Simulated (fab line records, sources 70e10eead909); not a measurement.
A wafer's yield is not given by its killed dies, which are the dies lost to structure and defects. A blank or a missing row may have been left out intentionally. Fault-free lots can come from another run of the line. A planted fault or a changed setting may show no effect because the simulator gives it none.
Matching of chambers :: flow nand harc :: 4 sister chambers for NHARC_P_GATE_STRIP_108 on rie diel-12
The step strips in O2. 14 wafers are shown with their chamber, then 7 later ones without.

EACH WAFER AND ITS CHAMBER
wafer: L431.1
chamber: 1
showerhead plenum p Torr (Torr): 3.58
oes product au (a.u.): 0.997
throttle valve pct (%): 17.039

wafer: L431.2
chamber: 3
showerhead plenum p Torr (Torr): 3.74
oes product au (a.u.): 1.007
throttle valve pct (%): 17.026

wafer: L431.3
chamber: 2
showerhead plenum p Torr (Torr): 3.63
oes product au (a.u.): 1.020
throttle valve pct (%): 17.020

wafer: L434.1
chamber: 3
showerhead plenum p Torr (Torr): 3.74
oes product au (a.u.): 1.005
throttle valve pct (%): 17.041

wafer: L434.3
chamber: 0
showerhead plenum p Torr (Torr): 3.66
oes product au (a.u.): 1.001
throttle valve pct (%): 17.045

wafer: L434.5
chamber: 0
showerhead plenum p Torr (Torr): 3.66
oes product au (a.u.): 1.004
throttle valve pct (%): 17.036

wafer: L438.2
chamber: 3
showerhead plenum p Torr (Torr): 3.73
oes product au (a.u.): 1.004
throttle valve pct (%): 17.017

wafer: L438.3
chamber: 0
showerhead plenum p Torr (Torr): 3.66
oes product au (a.u.): 1.008
throttle valve pct (%): 17.046

wafer: L438.4
chamber: 2
showerhead plenum p Torr (Torr): 3.63
oes product au (a.u.): 1.007
throttle valve pct (%): 17.040

wafer: L439.2
chamber: 0
showerhead plenum p Torr (Torr): 3.66
oes product au (a.u.): 1.010
throttle valve pct (%): 17.044

wafer: L439.4
chamber: 3
showerhead plenum p Torr (Torr): 3.73
oes product au (a.u.): 1.007
throttle valve pct (%): 17.034

wafer: L439.6
chamber: 3
showerhead plenum p Torr (Torr): 3.73
oes product au (a.u.): 1.014
throttle valve pct (%): 17.030

wafer: L440.3
chamber: 3
showerhead plenum p Torr (Torr): 3.73
oes product au (a.u.): 0.997
throttle valve pct (%): 17.043

wafer: L440.4
chamber: 2
showerhead plenum p Torr (Torr): 3.63
oes product au (a.u.): 1.019
throttle valve pct (%): 17.035

SIGNATURES, as means of the wafers listed above
reading: showerhead plenum p Torr
chamber 0: 3.6600
chamber 1: 3.5800
chamber 2: 3.6300
chamber 3: 3.7333
scatter within a chamber: 0.00365

reading: oes product au
chamber 0: 1.00575
chamber 1: 0.99700
chamber 2: 1.01533
chamber 3: 1.00567
scatter within a chamber: 0.00552

reading: throttle valve pct
chamber 0: 17.04275
chamber 1: 17.03900
chamber 2: 17.03167
chamber 3: 17.03183
scatter within a chamber: 0.00866
Rule: a wafer's distance from a chamber is the root of the sum, over the readings, of the square of ((its reading less the chamber's mean) divided by the reading's scatter). The wafer belongs to the nearest chamber; if the next one is less than 2 further off, it can't be placed. The scatter: take each reading less its chamber's mean, square it, sum over the shown wafers, divide by the number of wafers less the number of chambers, and take the root.

WAFERS WITH NO CHAMBER GIVEN
wafer: L440.5
showerhead plenum p Torr (Torr): 3.66
oes product au (a.u.): 1.001
throttle valve pct (%): 17.033

wafer: L449.1
showerhead plenum p Torr (Torr): 3.63
oes product au (a.u.): 1.000
throttle valve pct (%): 17.040

wafer: L449.5
showerhead plenum p Torr (Torr): 3.63
oes product au (a.u.): 1.009
throttle valve pct (%): 17.029

wafer: L449.6
showerhead plenum p Torr (Torr): 3.73
oes product au (a.u.): 1.004
throttle valve pct (%): 17.034

wafer: L451.1
showerhead plenum p Torr (Torr): 3.63
oes product au (a.u.): 0.999
throttle valve pct (%): 17.042

wafer: L451.2
showerhead plenum p Torr (Torr): 3.58
oes product au (a.u.): 1.001
throttle valve pct (%): 17.046

wafer: L451.4
showerhead plenum p Torr (Torr): 3.65
oes product au (a.u.): 1.012
throttle valve pct (%): 17.050

WHICH CHAMBER EACH WENT THROUGH
wafer: L440.5
from the rows above: 0
in truth: 0

wafer: L449.1
from the rows above: 2
in truth: 2

wafer: L449.5
from the rows above: 2
in truth: 2

wafer: L449.6
from the rows above: 3
in truth: 3

wafer: L451.1
from the rows above: 2
in truth: 2

wafer: L451.2
from the rows above: 1
in truth: 1

wafer: L451.4
from the rows above: 0
in truth: 0
Correct placement for 7 of the 7. Left unplaced by these rows: 0. Number placed wrongly: 0.
